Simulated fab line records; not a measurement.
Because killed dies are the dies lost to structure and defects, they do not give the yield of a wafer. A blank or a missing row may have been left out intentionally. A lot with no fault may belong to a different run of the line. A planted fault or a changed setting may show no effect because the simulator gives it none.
Code-filled problem report in 8D (eight disciplines) form || flow n5_finfet || the parts of the form that need people (team, actions taken, sign-off) are left out

## 1. PROBLEM STATEMENT
Wafers without a fault read 61 s, standard deviation 3.8; time_to_endpoint_s at N5_BEOL_M2_CMP_52 reads a mean of 0 s on 6 wafers belonging to 2 lots. That puts it -16 standard deviations away from the usual mean.
The step: polishes, stops on SiOC, t overpolish 6.8 s, target thk 40 nm.
Seen first at day 8 16:10 on cmp-04, wafer L916.4. At this step, 33 wafers from 11 lots have a number in the record. The rule behind "out" and "out of limits": a value lying over 4 standard deviations away from the usual mean. The other wafers with a number count as sound.

## 2. WHAT IT IS, WHAT IT ISN'T
{"question": "which readings at this step", "is": "time_to_endpoint_s", "is not": "head_pressure_psi, motor_current_A"}
{"question": "which lots", "is": "L916, L917", "is not": "L911, L913, L914, L918, L921, L926, L927, L928, L934"}
{"question": "which wafers of those lots", "is": "all that have a number", "is not": "-"}
{"question": "read on which tools", "is": "cmp-04", "is not": "cmp-02, cmp-03"}
{"question": "when", "is": "from day 8 16:10", "is not": "up to then (6 sound wafers); but 21 sound wafers of L911, L918, L921, L926, L927, L928, L934 came after"}

## 3. SUSPECTS, AND WHAT RULES EACH OUT
Counting: a tool at any process step up to the reading remains a suspect when it ran all the lots that are out and ran no sound lot after the first of those.
- ecd_cu-01 at N5_BEOL_M2_ECD_50 (material Cu, target thk 300 nm): ruled out as a lasting fault. After its first lot that is out, L916 (day 8 15:44), sound lots L921, L927, L926, L928, L934 ran on it.
- cmp-04 at N5_BEOL_M2_CMP_52 (polishes, stops on SiOC, t overpolish 6.8 s, target thk 40 nm): ruled out as a lasting fault. After its first lot that is out, L916 (day 8 16:10), sound lots L927, L934 ran on it.
Left after counting: nothing in the record.

## 4. THE CAUSE (what the simulator had put in)
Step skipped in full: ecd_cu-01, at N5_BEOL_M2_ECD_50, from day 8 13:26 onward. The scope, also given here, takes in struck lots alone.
Counting ruled it out, wrongly: the rule takes a fault to strike every lot that its tool runs from its start on, and this one did not.

## 5. THE CHAIN OF EFFECTS, in route order
One row per reading whose mean, taken over the struck wafers that have a number, lies over 3 standard deviations from the usual. Only readings whose record carries a usual standard deviation are examined. hours: median over the lots of the time between each lot's start at the first step of this table that gives one and its start at this step. sigmas: the change, counted in usual standard deviations.
{"hours": 0, "step": "N5_BEOL_M2_CMP_52", "reading": "time_to_endpoint_s", "usual": "61 s", "on struck wafers": 0, "change": -61, "sigmas": -16}
{"hours": 135, "step": "N5_PASSIVATION_PROBE_49", "reading": "defect_limited_yield", "usual": "91.7 %", "on struck wafers": 0.0, "change": -91.7, "sigmas": -61}
{"hours": 135, "step": "N5_PASSIVATION_PROBE_49", "reading": "killed_at_M0_to_M3", "usual": 32, "on struck wafers": 1111, "change": "+1079", "sigmas": "+99 or more"}
{"hours": 135, "step": "N5_PASSIVATION_PROBE_49", "reading": "killed_dies", "usual": 98, "on struck wafers": 1180, "change": "+1082", "sigmas": "+60"}
{"hours": 135, "step": "N5_PASSIVATION_PROBE_49", "reading": "killed_on_rim", "usual": 13, "on struck wafers": 152, "change": "+139", "sigmas": "+39"}
{"hours": 135, "step": "N5_PASSIVATION_PROBE_49", "reading": "sort_bin_5_function", "usual": "4.9 %", "on struck wafers": 96.5, "change": "+91.6", "sigmas": "+99 or more"}
{"hours": 135, "step": "N5_PASSIVATION_PROBE_49", "reading": "sort_n_pass", "usual": 1082, "on struck wafers": 0, "change": -1082, "sigmas": -60}
{"hours": 135, "step": "N5_PASSIVATION_PROBE_49", "reading": "sort_yield_pct", "usual": "91.7 %", "on struck wafers": 0.0, "change": -91.7, "sigmas": -61}
Process steps it contains:
- N5_BEOL_M2_CMP_52: polishes, stops on SiOC, t overpolish 6.8 s, target thk 40 nm.
- N5_PASSIVATION_PROBE_49

## 6. HOW IT WOULD HAVE BEEN CAUGHT EARLIER
First out-of-limits reading in this record: day 8 16:10, which is 3 hours after fault onset at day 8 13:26.
